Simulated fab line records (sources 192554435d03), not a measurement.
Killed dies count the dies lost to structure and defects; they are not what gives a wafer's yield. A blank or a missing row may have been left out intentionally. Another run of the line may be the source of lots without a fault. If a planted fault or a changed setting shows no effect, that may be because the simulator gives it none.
Struck lot and sound lot, side by side :: flow n5_finfet :: 37 out of 1938 route steps
Sound: these wafers, L115.2, L115.4, L115.5. The struck wafers were L118.2, L118.3, L118.6. At the end, the cause is stated.
Order at every step that has rows: each side's tool, ch and its chambers, its first start. Under that, the readings that differ: sound wafers :: struck wafers :: difference of the means :: sigmas: that difference in standard deviations of wafers without a fault.
alike: a reading whose means differ by less than 2 such deviations, as well as words and numbers matching on both sides. not compared: withheld readings; readings where some wafer has no value; bounds like >300 that might hide an equal value; numbers whose values overlap and for which the record gives no deviation.
Wherever a step has rows on one side only, a row that says differs or no value, or a row with sigmas, the two part there. Numbers that have no deviation but don't overlap get no sigmas and don't part them. A reading that every wafer of one side lacks parts them only if that side has two wafers or more.

first, 9 steps without rows for these wafers: N5_BEOL_M1_ILD_DEP_00 (deposits SiOC from DEMS/O2, target thk 79 nm, time 15.3 s); N5_BEOL_M1_PECVD_72 (deposits SiO2 from TEOS/O2, target thk 16 nm, time 18 s); N5_BEOL_M1_HM_DEP_02 (deposits TiN, target thk 20 nm); N5_BEOL_M1_COAT_61 (time 60 s, resist thk 60 nm); N5_BEOL_M1_COAT_62 (time 60 s, resist thk 12 nm); N5_BEOL_M1_COAT_73 (time 60 s, resist thk 5 nm); N5_BEOL_M1_COAT_05 (resist thk 30 nm); N5_BEOL_M1_EBR_07; N5_BEOL_M1_SOFTBAKE_06 (time 60 s).
N5_BEOL_M1_EXPOSE_08: exposes mask M1.
  sound on euv_scanner-02 ch 0, day 8 01:20; struck on euv_scanner-02 ch 0, day 8 23:11
reading: exposure_dose_mJ_cm2
sound: 32.97 32.98 33.02
struck: 35.94 35.87 35.94
difference: +2.93
sigmas: +47
  alike: mask
then, 2 steps without rows for these wafers: N5_BEOL_M1_PEB_09 (peb time 60 s); N5_BEOL_M1_DEVELOP_10 (develop time 30 s).
N5_BEOL_M1_CD_MEAS_11 targets a cd of 17.05 nm.
  sound on cd_sem-01 ch 0, day 8 01:27; struck on cd_sem-03 ch 0, day 8 23:18
reading: cd_nm (nm)
sound: 16.88 16.80 17.27
struck: 18.90 18.49 18.50
difference: +1.65
sigmas: +7
then, 1 step without rows for these wafers: N5_BEOL_M1_DESCUM_16 (chemistry O2, time 7 s).
N5_BEOL_M1_ETCH_74: etches underlayer in N2/H2, target depth 6.5 nm, time 5.2 s.
  sound on rie_diel-02 ch 0,1, day 8 01:36; struck on rie_diel-02 ch 0,3, day 8 23:30
reading: model.BEOL_M1.cd_offset_nm (nm)
sound: -0.2 -0.2 -0.2
struck: 1.8 1.6 1.6
difference: +1.9
sigmas: 
  alike: drypump_motor_current_A, etch_rf_on_time_s, oes_product_au, rf_vpp_V, showerhead_plenum_p_Torr, throttle_valve_pct
  not compared: rf_hours_counter_h
then, 5 steps without rows for these wafers: N5_BEOL_M1_ETCH_63 (etches SiARC in CF4, target depth 15.6 nm, time 26 s); N5_BEOL_M1_ETCH_64 (etches SOC in N2/H2, target depth 75 nm, overetch 15 nm, time 112.5 s); N5_BEOL_M1_STRIP_65 (strips in N2/H2); N5_BEOL_M1_STRIP_75 (strips in N2/H2); N5_BEOL_M1_STRIP_66 (strips in CF4).
N5_BEOL_M1_HM_OPEN_17: chemistry Cl2/BCl3, target TiN, target depth 20 nm, overetch 6 nm.
  sound on rie_metal-03 ch 0,1, day 8 01:49; struck on rie_metal-03 ch 0,1, day 8 23:43
reading: model.BEOL_M1.cd_offset_nm (nm)
sound: -0.4 0 -0.4
struck: 2 1.6 1.6
difference: +2
sigmas: 
  alike: drypump_motor_current_A, oes_product_au, throttle_valve_pct
  not compared: rf_hours_counter_h
then, 1 step without rows for these wafers: N5_BEOL_M1_STRIP_19 (strips in O2).
N5_BEOL_M1_CD_MEAS_18: pitch 36 nm, target cd 18 nm.
  sound: cd_sem-02 at day 8 02:00; struck: cd_sem-02 at day 8 23:53
reading: cd_nm (nm)
sound: 17.69 17.76 17.61
struck: 19.98 19.38 19.35
difference: +1.88
sigmas: +6
then, 11 steps without rows for these wafers: N5_BEOL_M1_COAT_67 (time 60 s, resist thk 60 nm); N5_BEOL_M1_COAT_68 (time 60 s, resist thk 12 nm); N5_BEOL_M1_COAT_76 (time 60 s, resist thk 5 nm); N5_BEOL_M1_COAT_22 (resist thk 30 nm); N5_BEOL_M1_EBR_24; N5_BEOL_M1_SOFTBAKE_23 (time 60 s); N5_BEOL_M1_EXPOSE_25 (exposes mask V0, defocus 5 nm, target cd 24 nm); N5_BEOL_M1_PEB_26 (peb time 60 s); N5_BEOL_M1_DEVELOP_27 (develop time 30 s); N5_BEOL_M1_DESCUM_33 (chemistry O2, time 7 s); N5_BEOL_M1_ETCH_77 (etches underlayer in N2/H2, target depth 6.5 nm, time 5.2 s).
N5_BEOL_M1_CD_MEAS_35: target cd 18 nm, target cd y 21 nm.
  sound: cd_sem-02 at day 8 04:24; struck: cd_sem-02 at day 9 02:31
reading: cd_nm (nm)
sound: 17.8 17.7 17.7
struck: 20.0 20.0 19.8
difference: +2.2
sigmas: +7
N5_BEOL_M4_RC_MEAS_101:
  the record has rows for the sound wafers here (prober-02 ch 0, day 9 14:28) and none for the struck ones
-- the record jumps here: 6 days lie between the struck wafers' starts before and after (it left off in module BEOL_M4 and takes up again in module PASSIVATION, whose first step shown is number 1936 of the route) --
N5_PASSIVATION_PROBE_49:
  sound: prober-01 at day 13 19:02; struck: prober-02 at day 14 16:08
reading: defect_limited_yield (%)
sound: 88.8 90.8
struck: 0 0 0
difference: -90
sigmas: -60

reading: killed_at_M0_to_M3
sound: 52 38
struck: 1098 1102 1108
difference: +1058
sigmas: +99 or more

reading: killed_dies
sound: 132 108
struck: 1180 1180 1180
difference: +1060
sigmas: +59

reading: killed_on_rim
sound: 22 12
struck: 152 152 152
difference: +135
sigmas: +34

reading: sort_n_pass
sound: 1048 1072
struck: 0 0 0
difference: -1060
sigmas: -59

reading: sort_yield_pct (%)
sound: 88.8 90.8
struck: 0 0 0
difference: -90
sigmas: -60
  alike: killed_at_M4_up, killed_at_contacts, killed_at_front_end, killed_at_other, killed_open, killed_short, sort_bin_5_function, sort_bin_6_memory

## WHERE THEY PART
Last at N5_PASSIVATION_PROBE_49 as far as this record goes, first at N5_BEOL_M1_EXPOSE_08.

WHY: whatever the simulator had introduced
Drift in process parameters on euv_scanner-02 at N5_BEOL_M1_EXPOSE_08, starting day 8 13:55. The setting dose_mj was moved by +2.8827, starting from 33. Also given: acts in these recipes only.
